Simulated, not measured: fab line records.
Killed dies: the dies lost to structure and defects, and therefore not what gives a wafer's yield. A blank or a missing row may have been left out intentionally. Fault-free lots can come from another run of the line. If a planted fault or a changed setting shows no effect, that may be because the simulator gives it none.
Which tool did it? / flow n5_finfet / Sampling: 10 lots, 28 wafers, 2 of 1938 route steps

== WHAT EACH GAUGE READ, for each wafer ==
N5_BEOL_M13_OVL_MEAS_11.
lot=L575; measured=day 11 02:02; on=overlay-02; V12_OVL (nm)=4 4 3
lot=L576; measured=day 11 03:34; on=overlay-01; V12_OVL (nm)=-2 -1 -5
lot=L578; measured=day 11 19:32; on=overlay-01; V12_OVL (nm)=1 -6 3
lot=L583; measured=day 12 17:31; on=overlay-02; V12_OVL (nm)=-7 -1
lot=L585; measured=day 13 12:04; on=overlay-01; V12_OVL (nm)=-1 4
lot=L588; measured=day 14 01:34; on=overlay-02; V12_OVL (nm)=2 0 -5
lot=L595; measured=day 15 19:31; on=overlay-02; V12_OVL (nm)=-8 -3 -5
lot=L593; measured=day 15 20:05; on=overlay-02; V12_OVL (nm)=-3 -10 -7
lot=L596; measured=day 15 20:47; on=overlay-02; V12_OVL (nm)=-9 -13 -19
lot=L598; measured=day 17 02:50; on=overlay-01; V12_OVL (nm)=1 0 6

== EACH LOT AND THE TOOL THAT RAN IT (in order: tool; ch and the chambers of the sampled wafers; start) ==
lot=L575; N5_BEOL_M13_ILD_DEP_00=pecvd-03 ch 0,1,2, day 11 01:32
lot=L576; N5_BEOL_M13_ILD_DEP_00=pecvd-04 ch 0,1, day 11 03:05
lot=L578; N5_BEOL_M13_ILD_DEP_00=pecvd-03 ch 1,2, day 11 18:56
lot=L583; N5_BEOL_M13_ILD_DEP_00=pecvd-01 ch 1,2, day 12 17:02
lot=L585; N5_BEOL_M13_ILD_DEP_00=pecvd-01 ch 0,1, day 13 11:28
lot=L588; N5_BEOL_M13_ILD_DEP_00=pecvd-03 ch 0,1,2, day 14 01:05
lot=L595; N5_BEOL_M13_ILD_DEP_00=pecvd-04 ch 1,2, day 15 19:02
lot=L593; N5_BEOL_M13_ILD_DEP_00=pecvd-03 ch 0,1, day 15 19:29
lot=L596; N5_BEOL_M13_ILD_DEP_00=pecvd-01 ch 1,2, day 15 20:19
lot=L598; N5_BEOL_M13_ILD_DEP_00=pecvd-01 ch 0,2, day 17 02:10
- N5_BEOL_M13_ILD_DEP_00: deposits SiOC from DEMS/O2, target thk 837.92 nm, time 166.4 s.

== THE ANSWER, worked out from the rows above alone ==
Rule: what is usual is taken from the lots themselves. The widest of any qualifying gaps counts: lots, ordered by their means at a reading, are off when they make up no more than a third of the lots, leave a main group of 4 or more, and stand apart from it by 3 or more times the standard deviation of that group's means. Not used: any main group whose means are identical at the precision the tables above print for the reading. A lot without any number at a reading at which 4 lots or more have one is off too. Any other lot the step has rows for is counted as sound.
None of the lots is off at any reading shown; this tells nothing.

== WHAT THE SIMULATOR HAD PUT IN ==
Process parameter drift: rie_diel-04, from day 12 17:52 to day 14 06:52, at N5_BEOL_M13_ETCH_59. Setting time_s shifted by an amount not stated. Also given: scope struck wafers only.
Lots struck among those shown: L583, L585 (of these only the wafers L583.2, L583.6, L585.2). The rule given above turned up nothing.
